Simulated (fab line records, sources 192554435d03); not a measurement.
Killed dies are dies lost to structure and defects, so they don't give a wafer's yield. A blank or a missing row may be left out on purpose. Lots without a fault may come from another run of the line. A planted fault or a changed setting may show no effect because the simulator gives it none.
A struck lot beside a sound one | flow n5_finfet | 21 steps out of a route of 1938
Sound: wafers L350.2, L350.3, L350.4. Struck: wafer L344.2. (L344.6 of the same lot was not struck and is left out.) The cause comes at the end.
At each step with rows: each side's tool, then ch and its chambers, then its first start. Under that, the readings that differ: sound wafers | struck wafers | difference of the means | sigmas: that difference in standard deviations of wafers without a fault.
alike: readings whose means differ by less than 2 such deviations, and words and numbers that are the same on both sides. not compared: withheld readings, readings that some wafer has no value for, bounds like >300 that may hide the same value, and numbers for which the record gives no deviation and whose values overlap.
The two part at a step that has a row with sigmas, a row that says differs or no value, or rows on one side only. Numbers that don't overlap but have no deviation are shown without sigmas and don't part them. A reading that every wafer of one side lacks parts them only if that side has two wafers or more.

first, 7 steps without rows for these wafers: N5_SD_EPI_N_COAT_33 (time 60 s, resist thk 35 nm); N5_SD_EPI_N_COAT_03 (resist thk 150 nm); N5_SD_EPI_N_EBR_05; N5_SD_EPI_N_SOFTBAKE_04 (time 60 s); N5_SD_EPI_N_EXPOSE_06 (exposes mask SD N BLK, target cd 120 nm); N5_SD_EPI_N_PEB_07 (peb time 60 s); N5_SD_EPI_N_DEVELOP_08 (develop time 30 s).
N5_SD_EPI_N_CD_MEAS_09: target cd 120 nm.
  sound on cd_sem-03 ch 0, day 6 12:22; struck on cd_sem-03 ch 0, day 5 00:28
  alike: cd_nm
N5_SD_EPI_N_OVL_MEAS_10:
  sound on overlay-02 ch 0, day 6 12:24; struck on overlay-01 ch 0, day 5 00:30
  alike: SD_N_BLK_OVL
N5_SD_EPI_N_INSPECT_11: inspects for defects (macro).
  sound on defect_inspect-02, day 6 12:25; struck on defect_inspect-01, day 5 00:31
  alike: raw_defect_count
N5_SD_EPI_N_DESCUM_14: chemistry O2, time 7.9 s.
  sound on rie_diel-05 ch 0,1,3, day 6 12:28; struck on rie_diel-03 ch 3, day 5 00:34
  alike: drypump_motor_current_A, oes_product_au, rf_vpp_V, showerhead_plenum_p_Torr, throttle_valve_pct
  not compared: rf_hours_counter_h
N5_SD_EPI_N_ETCH_34: etches SiARC in CF4, target depth 45.5 nm, time 75.8 s.
  sound on rie_diel-05 ch 0,1,3, day 6 12:29; struck on rie_diel-03 ch 3, day 5 00:35
  reading               | sound          | struck | difference | sigmas
  etch_rf_on_time_s (s) | 77.0 76.1 78.2 | 70.9   | -6.2       | -2
  alike: drypump_motor_current_A, oes_product_au, rf_vpp_V, showerhead_plenum_p_Torr, throttle_valve_pct
  not compared: rf_hours_counter_h
N5_SD_EPI_N_ETCH_35: etches SOC in N2/H2, overetch 108 nm, time 486 s.
  sound on rie_diel-05 ch 0,1,3, day 6 12:33; struck on rie_diel-03 ch 3, day 5 00:39
  reading                                     | sound             | struck | difference | sigmas
  model.SiARC_of_SD_EPI_N_COAT_33.thk_nm (nm) | 20 19.8 20.4      | 14.8   | -5.3       |
  model.SD_EPI_N.cd_nm (nm)                   | 121.2 120.4 123.4 | 125.6  | +3.9       |
  alike: drypump_motor_current_A, oes_product_au, rf_vpp_V, showerhead_plenum_p_Torr, throttle_valve_pct
  not compared: rf_hours_counter_h
then, 1 step without rows for these wafers: N5_SD_EPI_N_STRIP_36 (strips in N2/H2).
N5_SD_EPI_N_ETCHBACK_44: etches SiNx in CH3F/O2, stops on SiO2, target depth 14.5 nm.
  sound on rie_diel-05 ch 0,1,3, day 6 12:52; struck on rie_diel-03 ch 3, day 5 00:58
  reading               | sound          | struck | difference | sigmas
  oes_product_au (a.u.) | 0.63 0.64 0.67 | 0.51   | -0.14      | -2
  alike: O2_flow_sccm, drypump_motor_current_A, oes_ar_750_au, rf_vpp_V, showerhead_plenum_p_Torr, throttle_valve_pct
  not compared: rf_hours_counter_h
N5_SD_EPI_N_ETCH_45: etches SiOCN in CH3F/O2, target depth 6 nm.
  sound on rie_diel-05 ch 0,1,3, day 6 12:58; struck on rie_diel-03 ch 3, day 5 01:04
  alike: O2_flow_sccm, drypump_motor_current_A, oes_product_au, rf_vpp_V, showerhead_plenum_p_Torr, throttle_valve_pct
  not compared: rf_hours_counter_h
N5_SD_EPI_N_ETCH_16: etches SiO2 in CHF3/O2, target depth 5 nm.
  sound on rie_diel-05 ch 0,1,3, day 6 13:04; struck on rie_diel-03 ch 3, day 5 01:10
  reading                                     | sound          | struck | difference | sigmas
  model.SiARC_of_SD_EPI_N_COAT_33.thk_nm (nm) | 12.8 12.4 13.4 | 7.2    | -5.7       |
  alike: O2_flow_sccm, drypump_motor_current_A, oes_ar_750_au, oes_product_au, rf_vpp_V, showerhead_plenum_p_Torr, throttle_valve_pct
  not compared: rf_hours_counter_h
then, 1 step without rows for these wafers: N5_SD_EPI_N_STRIP_47 (strips in CHF3/O2).
N5_SD_EPI_N_SD_RECESS_17: chemistry HBr/Cl2/O2, target depth 41 nm, time 23.7 s, bt time 3 s.
  sound on rie_si-02 ch 1,2,3, day 6 13:08; struck on rie_si-02 ch 2, day 5 01:14
  reading                   | sound             | struck | difference | sigmas
  model.SD_EPI_N.cd_nm (nm) | 121.2 120.4 123.6 | 125.4  | +3.7       |
  alike: O2_flow_sccm, drypump_motor_current_A, he_backside_leak_sccm, oes_product_au, throttle_valve_pct
  not compared: rf_hours_counter_h
N5_SD_EPI_N_STRIP_38: strips in N2/H2.
  sound on plasma_asher-01 ch 0,1, day 6 13:14; struck on plasma_asher-01 ch 0, day 5 01:20
  alike: drypump_motor_current_A, heater_power_w, oes_product_au
  not compared: rf_hours_counter_h
-- the record jumps here: 9 days lie between the struck wafers' starts before and after (it left off in module SD_EPI_N and takes up again in module PASSIVATION, whose first step shown is number 1936 of the route) --
N5_PASSIVATION_PROBE_49:
  sound on prober-02, day 15 15:32; struck on prober-01, day 14 09:10
  reading            | sound    | struck | difference | sigmas
  killed_at_M0_to_M3 | 29 30 29 | 52     | +23        | +2
  alike: killed_at_M4_up, killed_at_contacts, killed_at_front_end, killed_at_other, killed_dies, killed_on_rim, killed_open, killed_short

WHERE THEY PART
First at N5_SD_EPI_N_ETCH_34; last, within this record, at N5_PASSIVATION_PROBE_49.

WHY: what the simulator had put in
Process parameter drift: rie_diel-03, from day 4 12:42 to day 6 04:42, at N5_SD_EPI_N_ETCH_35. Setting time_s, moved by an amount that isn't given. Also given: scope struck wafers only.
